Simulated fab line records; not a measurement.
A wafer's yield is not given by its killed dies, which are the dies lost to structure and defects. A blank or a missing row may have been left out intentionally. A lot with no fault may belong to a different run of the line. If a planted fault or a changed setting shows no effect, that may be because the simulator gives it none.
A lot that was struck, set against a sound lot / flow n5_finfet / 39 out of 1938 route steps
Sound: wafers L682.2, L682.4, L682.5. Struck: wafers L680.1, L680.2, L680.4. The cause is given at the end.
For every step that has rows: the tool of each side, followed by ch and its chambers, followed by its first start. Under that, the readings that differ: sound wafers / struck wafers / difference of the means / sigmas: that difference in standard deviations of wafers without a fault.
alike: readings whose means differ by less than 2 such deviations, and words and numbers that are the same on both sides. not compared: withheld readings, readings that some wafer has no value for, bounds like >300 that may hide the same value, and numbers for which the record gives no deviation and whose values overlap.
A row with sigmas, a row that says differs or no value, or rows on one side alone: a step with any of these is where the two part. Non-overlapping numbers with no deviation appear without sigmas and do not part them. A reading missing from all wafers of one side parts the sides only when that side holds two or more wafers.

first, 9 steps without rows for these wafers: N5_STI_FIN_REVEAL_PRECLEAN_18 (cleans in SC2, time 45 s); N5_STI_FIN_REVEAL_SRD_28 (time 30 s); N5_DUMMY_GATE_PRECLEAN_00 (cleans in O3/DIW, time 60 s); N5_DUMMY_GATE_SRD_01 (time 30 s); N5_DUMMY_GATE_ALD_02 (deposits SiO2, target thk 2 nm, pulse time 1 s); N5_DUMMY_GATE_CVD_03 (deposits a-Si from SiH4, target thk 150 nm, time 8042 s); N5_DUMMY_GATE_PRECLEAN_46 (cleans in DIW, time 89.5 s); N5_DUMMY_GATE_SRD_47 (dry time 32 s); N5_DUMMY_GATE_CMP_04 (polishes a-Si).
N5_DUMMY_GATE_HM_DEP_06: deposits SiNx from DCS/NH3, target thk 80 nm, time 5141 s.
  sound on lpcvd-02 ch 0/45,0/54,0/59, day 7 09:01; struck on lpcvd-02 ch 1/104,1/90,1/95, day 6 20:55
  no value came back on the struck wafers for pressure_mtorr (mTorr), spike_tc_bottom_C (C), spike_tc_centre_C (C), zone_power_top_pct (%); on the sound wafers pressure_mtorr (mTorr) reads 299.6 299.6 299.6
then, 10 steps without rows for these wafers: N5_DUMMY_GATE_PECVD_30 (deposits SiO2 from TEOS/O2, target thk 55 nm, time 10.8 s); N5_DUMMY_GATE_COAT_34 (time 60 s, resist thk 60 nm); N5_DUMMY_GATE_COAT_35 (time 60 s, resist thk 10 nm); N5_DUMMY_GATE_COAT_28 (time 60 s, resist thk 10 nm); N5_DUMMY_GATE_COAT_09 (resist thk 30 nm); N5_DUMMY_GATE_EBR_11; N5_DUMMY_GATE_SOFTBAKE_10 (time 60 s); N5_DUMMY_GATE_EXPOSE_12 (exposes mask GATE, target cd 25 nm); N5_DUMMY_GATE_PEB_13 (peb time 60 s); N5_DUMMY_GATE_DEVELOP_14 (develop time 30 s).
N5_DUMMY_GATE_OVL_MEAS_16:
  sound on overlay-02 ch 0, day 7 13:27; struck on overlay-02 ch 0, day 7 01:22
reading=GATE_OVL (nm); sound=0.5 -0.6 -0.1; struck=-7.1 -0.3 -5.4; difference=-4.2; sigmas=-7
then, 14 steps without rows for these wafers: N5_DUMMY_GATE_DESCUM_20 (chemistry O2, time 6.2 s); N5_DUMMY_GATE_ETCH_29 (etches underlayer in N2/H2, target depth 13 nm); N5_DUMMY_GATE_ETCH_36 (etches SiARC in CF4, target depth 13 nm); N5_DUMMY_GATE_ETCH_37 (etches SOC in N2/H2, target depth 60 nm, overetch 30 nm); N5_DUMMY_GATE_STRIP_38 (strips in N2/H2); N5_DUMMY_GATE_STRIP_39 (strips in N2/H2); N5_DUMMY_GATE_TRIM_49 (chemistry O2, time 29 s, target cd 14 nm); N5_DUMMY_GATE_STRIP_40 (strips in CF4); N5_DUMMY_GATE_ETCH_31 (etches SiO2 in C4F6/O2, target depth 82.5 nm, time 27.5 s); N5_DUMMY_GATE_STRIP_41 (strips in O2); N5_DUMMY_GATE_HM_OPEN_21 (chemistry CH3F/O2, target SiNx, target depth 120 nm, time 171.4 s); N5_DUMMY_GATE_ETCH_32 (etches SiO2 in CF4, target depth 3.5 nm, time 3.9 s); N5_DUMMY_GATE_ETCH_23 (etches poly-Si in HBr/Cl2/O2, target depth 41 nm, time 22.3 s); N5_DUMMY_GATE_ETCH_44 (etches poly-Si in HBr/O2, stops on SiO2, target depth 127.5 nm).
N5_DUMMY_GATE_CD_MEAS_24 targets a cd of 15 nm.
  struck on cd_sem-03, day 7 02:19; sound on cd_sem-02, day 7 14:34
reading=cd_nm (nm); sound=15.2 14.4 14.8; struck=- - -; difference=no value on the struck wafers; sigmas=
N5_DUMMY_GATE_INSPECT_27: inspects for defects (brightfield).
  struck on defect_inspect-01, day 7 02:37; sound on defect_inspect-01, day 7 14:51
reading=raw_defect_count; sound=285 255 350; struck=2615 2632 2677; difference=+2345; sigmas=+33
N5_BEOL_M4_RC_MEAS_101:
  the record has rows for the sound wafers here (prober-01 ch 0, day 12 10:13) and none for the struck ones
-- the record jumps here: 9 days lie between the struck wafers' starts before and after (it left off in module BEOL_M4 and takes up again in module PASSIVATION, whose first step shown is number 1936 of the route) --
N5_PASSIVATION_PROBE_49:
  struck on prober-02, day 16 03:50; sound on prober-01, day 16 16:56
reading=defect_limited_yield (%); sound=94.9 94.6 93.6; struck=0 0 0; difference=-94; sigmas=-59
reading=killed_at_front_end; sound=11 30 21; struck=1171 1163 1157; difference=+1143; sigmas=+95
reading=killed_dies; sound=60 64 75; struck=1180 1180 1180; difference=+1114; sigmas=+59
reading=killed_on_rim; sound=8 9 9; struck=152 152 152; difference=+143; sigmas=+36
reading=sort_bin_5_function (%); sound=2.8 2.6 3.9; struck=72.4 72.8 75.7; difference=+70.5; sigmas=+71
reading=sort_n_pass; sound=1120 1116 1105; struck=0 0 0; difference=-1114; sigmas=-59
reading=sort_yield_pct (%); sound=94.9 94.6 93.6; struck=0 0 0; difference=-94; sigmas=-59
  alike: killed_at_M0_to_M3, killed_at_M4_up, killed_at_contacts, killed_at_other, killed_open, killed_short, sort_bin_6_memory

## WHERE THEY PART
Earliest at N5_DUMMY_GATE_HM_DEP_06; latest, in this record, at N5_PASSIVATION_PROBE_49.

WHY: the cause the simulator had injected
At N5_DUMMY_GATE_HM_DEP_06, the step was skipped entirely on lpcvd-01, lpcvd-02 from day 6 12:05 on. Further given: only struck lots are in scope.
